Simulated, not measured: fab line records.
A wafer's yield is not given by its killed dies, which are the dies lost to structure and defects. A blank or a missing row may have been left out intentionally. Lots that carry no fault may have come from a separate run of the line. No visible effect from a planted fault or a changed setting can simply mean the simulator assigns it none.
Which of the tools did it?	flow nandHarc	13 lots with 39 wafers sampled at 5 steps, on a route of 1302 steps

WHAT THE GAUGES SHOWED, per wafer
NHARC_END_SORT_01. Usual: killedAtArray 49, standard deviation 18; killedAtOther 0.7, standard deviation 1.1; killedAtPeriphery 4.0, standard deviation 2.6; killedDies 54, standard deviation 19; killedOpen 3.4, standard deviation 1.7; killedShort 2.5, standard deviation 1.7.
lot	measured	on	killedAtArray	killedAtOther	killedAtPeriphery	killedDies	killedOpen	killedShort	flag
L146	day 24 08:58	prober-01	673 674 672	1 2 0	3 1 5	677 677 677	3 2 5	1 4 0	OFF
L150	day 25 14:19	prober-02	675 672 675	0 2 0	2 3 2	677 677 677	3 3 2	3 3 2	OFF
L153	day 27 09:05	prober-02	674 671 671	2 1 1	1 5 5	677 677 677	3 2 4	3 1 1	OFF

EACH LOT AND THE TOOL THAT RAN IT (in order: tool; ch and the chambers of the sampled wafers; start)
lot	NHARC_A_STAIRCASE_ETCHBACK_416	NHARC_A_STAIRCASE_STRIP_476	NHARC_A_STAIRCASE_CVD_552	NHARC_A_STAIRCASE_DEP_151
L146	rieDiel-03 ch 0,1, day 17 02:29 or earlier	rieDiel-03 ch 1,3, day 17 02:29	lpcvd-01 ch 0, day 17 09:49	pecvd-04 ch 0,1,2, day 17 20:43
L147	rieDiel-08 ch 0,2,3, day 17 06:07 or earlier	rieDiel-08 ch 0,2,3, day 17 06:07	lpcvd-01 ch 1, day 17 13:29	pecvd-03 ch 0,1,2, day 17 17:20
L150	rieDiel-03 ch 2,3, day 18 11:11 or earlier	rieDiel-03 ch 0,2, day 18 11:11	lpcvd-01 ch 0, day 18 18:11	pecvd-03 ch 0,1,2, day 19 01:56
L151	rieDiel-09 ch 0,1,3, day 19 07:11 or earlier	rieDiel-09 ch 0,3, day 19 07:11	lpcvd-01 ch 0, day 19 14:42	pecvd-01 ch 1,2, day 19 18:24
L153	rieDiel-03 ch 0,2,3, day 19 23:53 or earlier	rieDiel-03 ch 2,3, day 19 23:53	lpcvd-01 ch 1, day 20 08:11	pecvd-04 ch 0,1,2, day 20 16:20
L160	rieDiel-08 ch 2,3, day 23 02:45 or earlier	rieDiel-08 ch 0,1, day 23 02:45	lpcvd-01 ch 0, day 23 10:15	pecvd-04 ch 0,1,2, day 23 14:05
L162	rieDiel-09 ch 2,3, day 24 02:45 or earlier	rieDiel-09 ch 2,3, day 24 02:45	lpcvd-01 ch 1, day 24 11:53	pecvd-03 ch 0,1, day 24 15:39
L163	rieDiel-03 ch 0,2,3, day 24 02:46 or earlier	rieDiel-03 ch 0,2, day 24 02:46	lpcvd-01 ch 1, day 24 11:53	pecvd-04 ch 1,2, day 24 15:28
L164	rieDiel-03 ch 2,3, day 25 00:16 or earlier	rieDiel-03 ch 0,2,3, day 25 00:16	lpcvd-01 ch 1, day 25 05:04	pecvd-01 ch 0,2, day 25 08:40
L166	rieDiel-09 ch 0,3, day 25 09:03	rieDiel-09 ch 0,3, day 25 09:08	lpcvd-01 ch 0, day 25 16:31	pecvd-04 ch 0,1,2, day 25 20:20
L167	rieDiel-09 ch 2,3, day 25 20:23 or earlier	rieDiel-09 ch 2,3, day 25 20:23	lpcvd-01 ch 0, day 26 04:17	pecvd-04 ch 0,1,2, day 26 08:04
L168	rieDiel-08 ch 0,1,3, day 26 09:30 or earlier	rieDiel-08 ch 0,3, day 26 09:30	lpcvd-01 ch 1, day 26 15:07	pecvd-04 ch 0,1,2, day 26 18:59
L169	rieDiel-09 ch 1,2, day 26 14:52 or earlier	rieDiel-09 ch 2,3, day 26 14:52	lpcvd-02 ch 0, day 26 22:16	pecvd-03 ch 0,1,2, day 27 01:49
- NHARC_A_STAIRCASE_ETCHBACK_416: etches the open film in C4F8/O2/Ar, target depth 36 nm, time 7.2 s.
- NHARC_A_STAIRCASE_STRIP_476: strips in O2, time 20 s.
- NHARC_A_STAIRCASE_CVD_552: deposits SiNx, target thk 40 nm.
- NHARC_A_STAIRCASE_DEP_151: deposits SiO2, target thk 7200 nm.

AS READ BY THE TOOLS THEMSELVES (means over the sampled wafers that have a number; for cases with no such wafer, the mark the record gives instead)
NHARC_A_STAIRCASE_ETCHBACK_416. Usual: oesProductAu 0.934 a.u., standard deviation 0.026; rfVppV 723 V, standard deviation 3.9.
lot	tool	oesProductAu (a.u.)	rfVppV (V)	flag
L146	rieDiel-03	0.939	721	
L147	rieDiel-08	0.927	722	
L150	rieDiel-03	0.929	728	
L151	rieDiel-09	0.916	722	
L153	rieDiel-03	0.959	724	
L160	rieDiel-08	0.918	720	
L162	rieDiel-09	0.927	724	
L163	rieDiel-03	0.938	723	
L164	rieDiel-03	0.933	726	
L166	rieDiel-09	0.920	722	
L167	rieDiel-09	0.927	724	
L168	rieDiel-08	0.920	726	
L169	rieDiel-09	0.920	723	

NHARC_A_STAIRCASE_STRIP_476. Usual: drypumpMotorCurrentA 5.6 A, standard deviation 0.47; oesProductAu 1.000 a.u., standard deviation 0.012; rfVppV 57.7 V, standard deviation 0.88; showerheadPlenumPTorr 3.53 Torr, standard deviation 0.12; throttleValvePct 17.036 %, standard deviation 0.0077.
lot	tool	drypumpMotorCurrentA (A)	oesProductAu (a.u.)	rfVppV (V)	showerheadPlenumPTorr (Torr)	throttleValvePct (%)	flag
L146	rieDiel-03	6.0	1.003	57.7	3.59	17.029	
L147	rieDiel-08	5.4	0.992	58.0	3.52	17.034	
L150	rieDiel-03	5.0	1.001	58.0	3.45	17.038	
L151	rieDiel-09	6.0	0.984	57.6	3.49	17.044	
L153	rieDiel-03	5.1	0.999	58.2	3.56	17.037	
L160	rieDiel-08	5.6	1.003	57.4	3.67	17.040	
L162	rieDiel-09	5.9	0.996	57.3	3.56	17.036	
L163	rieDiel-03	5.1	1.018	57.8	3.42	17.035	
L164	rieDiel-03	5.3	1.018	57.9	3.53	17.034	
L166	rieDiel-09	6.0	0.997	57.3	3.46	17.040	
L167	rieDiel-09	5.9	0.998	58.5	3.55	17.037	
L168	rieDiel-08	5.2	0.994	58.0	3.55	17.048	
L169	rieDiel-09	6.2	1.002	57.5	3.52	17.029	

NHARC_A_STAIRCASE_CVD_552. Usual: susceptorTempC at 699.98 C, with a standard deviation of 0.27.
lot	tool	susceptorTempC (C)	flag
L146	lpcvd-01	700.14	
L147	lpcvd-01	699.68	
L150	lpcvd-01	700.25	
L151	lpcvd-01	700.10	
L153	lpcvd-01	699.84	
L160	lpcvd-01	699.72	
L162	lpcvd-01	700.06	
L163	lpcvd-01	699.85	
L164	lpcvd-01	700.15	
L166	lpcvd-01	700.06	
L167	lpcvd-01	700.10	
L168	lpcvd-01	699.60	
L169	lpcvd-02	699.79	

NHARC_A_STAIRCASE_DEP_151. Usual: heaterPowerW 617 W, standard deviation 80; susceptorTempC 400.01 C, standard deviation 0.24.
lot	tool	heaterPowerW (W)	susceptorTempC (C)	flag
L146	pecvd-04	589	399.76	
L147	pecvd-03	630	400.05	
L150	pecvd-03	598	400.14	
L151	pecvd-01	643	399.94	
L153	pecvd-04	545	400.10	
L160	pecvd-04	554	399.97	
L162	pecvd-03	555	400.02	
L163	pecvd-04	536	399.93	
L164	pecvd-01	676	399.83	
L166	pecvd-04	586	399.91	
L167	pecvd-04	569	400.28	
L168	pecvd-04	541	400.19	
L169	pecvd-03	609	399.95	

THE ANSWER, worked out from the rows above alone
Rule: a lot is off if the mean of its wafers that have a number lies more than 3 standard deviations from the usual mean. A lot without any number at a reading at which 4 lots or more have one is off too. The other lots that the step has rows for count as sound. The gauges are gone through in route order, then the tools' own readings, and for those a lot's mean is taken as printed above. The first step at which some lot is off is used, and at that step the reading that is off furthest; a lot without a number counts as furthest.
Off at NHARC_END_SORT_01 (killedAtArray): L146, L150, L153. Neither off nor sound, because the step has no rows for them: L147, L151, L160, L162, L163, L164, L166, L167, L168, L169.
A tool fits if, at a process step before that reading, it ran every lot that is off, and no sound lot after the first of them. Those tools and the gauges at NHARC_END_SORT_01 are tried in the same way. Because NHARC_A_STAIRCASE_ETCHBACK_416 lacks a start for some lots, the hours and order of its lots are taken from NHARC_A_STAIRCASE_STRIP_476. Can't be told from this: 2 tools fit, rieDiel-03 at NHARC_A_STAIRCASE_ETCHBACK_416 and NHARC_A_STAIRCASE_STRIP_476, lpcvd-01 at NHARC_A_STAIRCASE_CVD_552.

WHAT THE SIMULATOR HAD INSERTED
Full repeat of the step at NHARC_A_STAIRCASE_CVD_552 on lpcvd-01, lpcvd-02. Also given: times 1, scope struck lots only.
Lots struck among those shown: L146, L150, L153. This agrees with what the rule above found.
